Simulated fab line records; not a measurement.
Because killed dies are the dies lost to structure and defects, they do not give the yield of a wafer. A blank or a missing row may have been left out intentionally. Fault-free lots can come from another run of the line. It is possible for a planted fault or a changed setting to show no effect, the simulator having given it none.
Split-lot trial ; flow n5Finfet ; 39 wafers read from 7 lots, route of 1938 steps

ABOUT THE SPLIT
At N5_FIN_CUT_EXPOSE_05 (exposes mask FIN CUT), the setting doseMj was moved away from the recipe's 45.75 on 15 of the 39 wafers read, by -7.7% to +4.2%. For the rest of the wafers, this setting stayed at what the recipe calls for.

FROM THE SPLIT TO THE READING: what the file shows between them, 2 steps
- N5_FIN_CUT_PEB_06: peb time 60 s
- N5_FIN_CUT_DEVELOP_07: develop time 30 s

THE READING
cdNm at N5_FIN_CUT_CD_MEAS_08, given in nm (cd target 29.1 nm). Fault-free wafers of this fab line usually give 29.12 nm, standard deviation 0.25 nm.

wafer;tool, chamber at the split;doseMj as run;against the recipe;cdNm, nm;against lot-mates on the recipe
L077.1;euvScanner-02, 0;45.75;recipe;29.22;-
L077.2;euvScanner-02, 0;46.94;+2.6%;29.51;+0.17
L077.3;euvScanner-02, 0;45.75;recipe;29.31;-
L077.4;euvScanner-02, 0;45.75;recipe;29.48;-
L077.5;euvScanner-02, 0;46.94;+2.6%;29.58;+0.24
L077.6;euvScanner-02, 0;46.94;+2.6%;29.34;+0.00
L080.1;euvScanner-02, 0;45.75;recipe;28.93;-
L080.2;euvScanner-02, 0;47.67;+4.2%;30.06;+1.17
L080.3;euvScanner-02, 0;45.75;recipe;28.83;-
L080.4;euvScanner-02, 0;47.67;+4.2%;29.62;+0.73
L080.5;euvScanner-02, 0;47.67;+4.2%;30.20;+1.31
L080.6;euvScanner-02, 0;45.75;recipe;28.90;-
L082.1;euvScanner-01, 0;45.75;recipe;29.30;-
L082.2;euvScanner-01, 0;45.75;recipe;29.63;-
L082.6;euvScanner-01, 0;45.75;recipe;29.66;-
L085.1;euvScanner-01, 0;43.01;-6.0%;28.18;-1.00
L085.2;euvScanner-01, 0;45.75;recipe;29.07;-
L085.3;euvScanner-01, 0;43.01;-6.0%;28.29;-0.89
L085.4;euvScanner-01, 0;45.75;recipe;29.10;-
L085.5;euvScanner-01, 0;45.75;recipe;29.36;-
L085.6;euvScanner-01, 0;43.01;-6.0%;28.32;-0.86
L086.1;euvScanner-01, 0;45.75;recipe;29.47;-
L086.2;euvScanner-01, 0;45.75;recipe;29.19;-
L086.3;euvScanner-01, 0;47.45;+3.7%;29.31;+0.15
L086.4;euvScanner-01, 0;45.75;recipe;28.83;-
L086.5;euvScanner-01, 0;47.45;+3.7%;29.32;+0.16
L086.6;euvScanner-01, 0;47.45;+3.7%;29.38;+0.22
L088.1;euvScanner-02, 0;45.75;recipe;29.38;-
L088.2;euvScanner-02, 0;45.75;recipe;29.52;-
L088.3;euvScanner-02, 0;45.75;recipe;28.79;-
L088.4;euvScanner-02, 0;45.75;recipe;29.03;-
L088.5;euvScanner-02, 0;45.75;recipe;29.24;-
L088.6;euvScanner-02, 0;45.75;recipe;29.22;-
L094.1;euvScanner-01, 0;45.75;recipe;29.16;-
L094.2;euvScanner-01, 0;42.25;-7.7%;27.82;-1.36
L094.3;euvScanner-01, 0;42.25;-7.7%;27.52;-1.66
L094.4;euvScanner-01, 0;42.25;-7.7%;27.53;-1.65
L094.5;euvScanner-01, 0;45.75;recipe;29.29;-
L094.6;euvScanner-01, 0;45.75;recipe;29.08;-

FIT RESULTS
A straight line over all 39 wafers: cdNm changes by +0.165 nm for each +1% of doseMj; r = +0.90; the points scatter about the line by 0.27 nm.
The same after taking each lot's own level away (the mean of its wafers on the recipe; 39 wafers): +0.171 nm for each +1%; r = +0.91; scatter 0.26 nm.
The reading moves by 1.3 nm for the largest change in doseMj, on that fit.
Measured against the standard deviation above, the lots' own levels, which go from 28.887 to 29.530 nm, span 2.6 times it.
So the lot-to-lot level changes the slope little: the two slopes agree.
Check: with one of the wafers moved furthest among these (-7.7%) left out of the fit, the line predicts -1.35 nm for it against its lot-mates. It came out at -1.36 nm against them.

THE WHOLE CHAIN: every reading that the file lists as answering this split, in the file's order
step;what it does;reading;change (the file's fit);r (the file's)
N5_FIN_CUT_CD_MEAS_08;target cd 29.1 nm;cdNm;+0.172 nm for each +1% of the setting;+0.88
N5_FIN_CUT_ETCH_30;etches underlayer in N2/H2, target depth 13 nm, time 10.4 s;FIN_CUT.cdOffsetNm (the simulator's own value, which no gauge read);+0.189 nm for each +1% of the setting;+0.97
N5_FIN_CUT_ETCH_20;etches SiARC in CF4, target depth 26 nm, time 43.3 s;FIN_CUT.cdOffsetNm (the simulator's own value, which no gauge read);+0.184 nm for each +1% of the setting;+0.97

THE FILE'S OWN FIT
cdNm changes by +0.172 nm for each +1% of doseMj, r = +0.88.
